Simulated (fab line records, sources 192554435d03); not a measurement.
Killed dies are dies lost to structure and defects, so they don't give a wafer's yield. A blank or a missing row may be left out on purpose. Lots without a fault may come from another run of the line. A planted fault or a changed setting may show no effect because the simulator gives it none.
One fault seen from 3 desks | flow n5_finfet | each desk has only its own numbers; what lay behind them comes last

THE TOOL OWNER'S DESK: litho_track-02
The tool's own readings at N5_BEOL_M15_COAT_58 (time 60 s, resist thk 89 nm): means of the sampled wafers that have a number, for each lot that ran on this tool. A lot is out of limits, marked OUT, if its mean lies more than 4 standard deviations from the usual mean; the brackets give that distance.
Columns: A = chill_plate_temp_C at N5_BEOL_M15_COAT_58, usual 23.03 C; B = spin_speed_rpm at N5_BEOL_M15_COAT_58, usual 1500.0 rpm
lot  | first seen here | A     | B
L489 | day 12 15:28    | 23.04 | 1500.1
L498 | day 15 15:39    | 22.89 | 1602.5 (+99 or more) OUT
L500 | day 15 19:14    | 23.00 | 1602.9 (+99 or more) OUT
This desk's finding: out of limits on L498, L500; first on L498, day 15 15:39 (spin_speed_rpm at N5_BEOL_M15_COAT_58). In limits: L489.

THE METROLOGY DESK
What the gauges read, lot by lot, whatever tool the lot ran on: means of the sampled wafers that have a number. A lot is out of limits, marked OUT, if its mean lies more than 4 standard deviations from the usual mean; the brackets give that distance.
Columns: A = M14_THK at N5_BEOL_M14_THK_MEAS_50, usual 570 nm; B = M14_RS at N5_BEOL_M14_RS_MEAS_54, usual 0.0333 ohm/sq; C = M15_ILD_THK at N5_BEOL_M15_THK_MEAS_01, usual 1632 nm; D = cd_nm at N5_BEOL_M15_CD_MEAS_10, usual 360.4 nm; E = V14_OVL at N5_BEOL_M15_OVL_MEAS_11, usual -1 nm
lot  | first seen here | A   | B      | C    | D     | E
L489 | day 12 14:56    | 560 | 0.0338 | 1637 | 361.6 | 0
L490 | day 13 02:46    | 563 | 0.0338 | 1634 | 359.6 | -8
L497 | day 15 08:26    | 556 | 0.0345 | 1645 | 359.6 | 2
L498 | day 15 15:10    | 572 | 0.0334 | 1630 | 360.5 | 0
L500 | day 15 18:46    | 572 | 0.0332 | 1638 | 358.6 | -3
L505 | day 16 23:47    | 571 | 0.0331 | 1639 | 357.7 | 6
This desk's finding: nothing out of limits on any of the 6 lots.

THE DEFECT DESK
What the inspections along the route counted, lot by lot: means of the sampled wafers that have a number. A lot is out of limits, marked OUT, if its mean lies more than 4 standard deviations from the usual mean; the brackets give that distance.
Columns: A = raw_defect_count at N5_BEOL_M14_INSPECT_55, usual 75; B = raw_defect_count at N5_BEOL_M15_INSPECT_12, usual 2.1
lot  | first seen here | A   | B
L489 | day 12 15:08    | 70  | 1.3
L490 | day 13 02:55    | 86  | 1.3
L497 | day 15 08:35    | 50  | 1.3
L498 | day 15 15:20    | 104 | 2.0
L500 | day 15 18:56    | 53  | 2.0
L505 | day 16 23:56    | 101 | 3.3
This desk's finding: nothing out of limits on any of the 6 lots.

PUT TOGETHER
The tool owner's desk could have raised an alarm at day 15 15:39, on L498, L500.
The metrology desk saw nothing out of limits.
The defect desk saw nothing out of limits.
The metrology desk has L498, L500 on record, within its limits.
The defect desk has L498, L500 on record, within its limits.
Of the lots named, all ran N5_BEOL_M15_COAT_58 on litho_track-02.

WHAT THE SIMULATOR HAD PUT IN
Process parameter drift: litho_track-02, from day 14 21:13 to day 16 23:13, at N5_BEOL_M15_COAT_58. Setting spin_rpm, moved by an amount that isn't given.
Lots struck among those shown: L498, L500.
Hours from the fault's start to each desk's first reading out of limits: the tool owner's desk, 18.
